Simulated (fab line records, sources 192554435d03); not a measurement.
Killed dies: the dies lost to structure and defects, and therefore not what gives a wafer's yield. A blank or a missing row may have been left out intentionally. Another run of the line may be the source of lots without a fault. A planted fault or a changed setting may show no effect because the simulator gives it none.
Matching of chambers || flow n5_finfet || 4 sister chambers for N5_BEOL_M0_SAQP_ETCH_84 on rie_diel-04
The step etches SOC in N2/H2, target depth 100 nm, overetch 20 nm, time 150 s. 8 wafers are shown with their chamber, then 11 later ones without.

## WAFERS, EACH WITH ITS CHAMBER
{"wafer": "L075.4", "chamber": 1, "drypump_motor_current_A (A)": 6.1, "showerhead_plenum_p_Torr (Torr)": 2.51}
{"wafer": "L085.2", "chamber": 0, "drypump_motor_current_A (A)": 4.7, "showerhead_plenum_p_Torr (Torr)": 2.42}
{"wafer": "L085.4", "chamber": 2, "drypump_motor_current_A (A)": 5.7, "showerhead_plenum_p_Torr (Torr)": 2.64}
{"wafer": "L085.5", "chamber": 3, "drypump_motor_current_A (A)": 5.9, "showerhead_plenum_p_Torr (Torr)": 2.51}
{"wafer": "L088.1", "chamber": 3, "drypump_motor_current_A (A)": 6.0, "showerhead_plenum_p_Torr (Torr)": 2.51}
{"wafer": "L088.3", "chamber": 1, "drypump_motor_current_A (A)": 6.1, "showerhead_plenum_p_Torr (Torr)": 2.50}
{"wafer": "L088.5", "chamber": 2, "drypump_motor_current_A (A)": 5.7, "showerhead_plenum_p_Torr (Torr)": 2.63}
{"wafer": "L089.1", "chamber": 0, "drypump_motor_current_A (A)": 4.7, "showerhead_plenum_p_Torr (Torr)": 2.42}

## WAFERS WITHOUT THEIR CHAMBER
{"wafer": "L089.5", "drypump_motor_current_A (A)": 6.1, "showerhead_plenum_p_Torr (Torr)": 2.50}
{"wafer": "L089.6", "drypump_motor_current_A (A)": 5.7, "showerhead_plenum_p_Torr (Torr)": 2.63}
{"wafer": "L094.1", "drypump_motor_current_A (A)": 6.1, "showerhead_plenum_p_Torr (Torr)": 2.49}
{"wafer": "L094.2", "drypump_motor_current_A (A)": 6.0, "showerhead_plenum_p_Torr (Torr)": 2.50}
{"wafer": "L094.3", "drypump_motor_current_A (A)": 4.7, "showerhead_plenum_p_Torr (Torr)": 2.41}
{"wafer": "L096.2", "drypump_motor_current_A (A)": 6.1, "showerhead_plenum_p_Torr (Torr)": 2.49}
{"wafer": "L096.4", "drypump_motor_current_A (A)": 4.7, "showerhead_plenum_p_Torr (Torr)": 2.41}
{"wafer": "L096.5", "drypump_motor_current_A (A)": 4.7, "showerhead_plenum_p_Torr (Torr)": 2.41}
{"wafer": "L097.1", "drypump_motor_current_A (A)": 6.0, "showerhead_plenum_p_Torr (Torr)": 2.50}
{"wafer": "L097.3", "drypump_motor_current_A (A)": 6.1, "showerhead_plenum_p_Torr (Torr)": 2.49}
{"wafer": "L097.5", "drypump_motor_current_A (A)": 6.0, "showerhead_plenum_p_Torr (Torr)": 2.50}

## WHICH CHAMBER EACH ONE RAN IN
{"wafer": "L089.5", "from the rows above": 1, "in truth": 1}
{"wafer": "L089.6", "from the rows above": 2, "in truth": 2}
{"wafer": "L094.1", "from the rows above": 1, "in truth": 1}
{"wafer": "L094.2", "from the rows above": "can't be placed: 3 or 1", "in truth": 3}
{"wafer": "L094.3", "from the rows above": 0, "in truth": 0}
{"wafer": "L096.2", "from the rows above": 1, "in truth": 1}
{"wafer": "L096.4", "from the rows above": 0, "in truth": 0}
{"wafer": "L096.5", "from the rows above": 0, "in truth": 0}
{"wafer": "L097.1", "from the rows above": "can't be placed: 3 or 1", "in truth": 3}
{"wafer": "L097.3", "from the rows above": 1, "in truth": 1}
{"wafer": "L097.5", "from the rows above": "can't be placed: 3 or 1", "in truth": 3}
Placed correctly: 8 of 11. These rows do not allow placing 3 (true chamber among the candidates in 3). Placed wrongly: 0.
How it was worked out, from the rows above alone: a wafer's distance from a chamber is the root of the sum, over the readings, of the square of ((its reading less the chamber's mean) divided by the reading's scatter). If the next closest chamber is less than 2 further off than the closest, the wafer can't be placed; otherwise it belongs to the closest. For every chamber, the mean is computed from those of its wafers that are shown. The scatter: take each reading less its chamber's mean, square it, sum over the shown wafers, divide by the number of wafers less the number of chambers, and take the root.
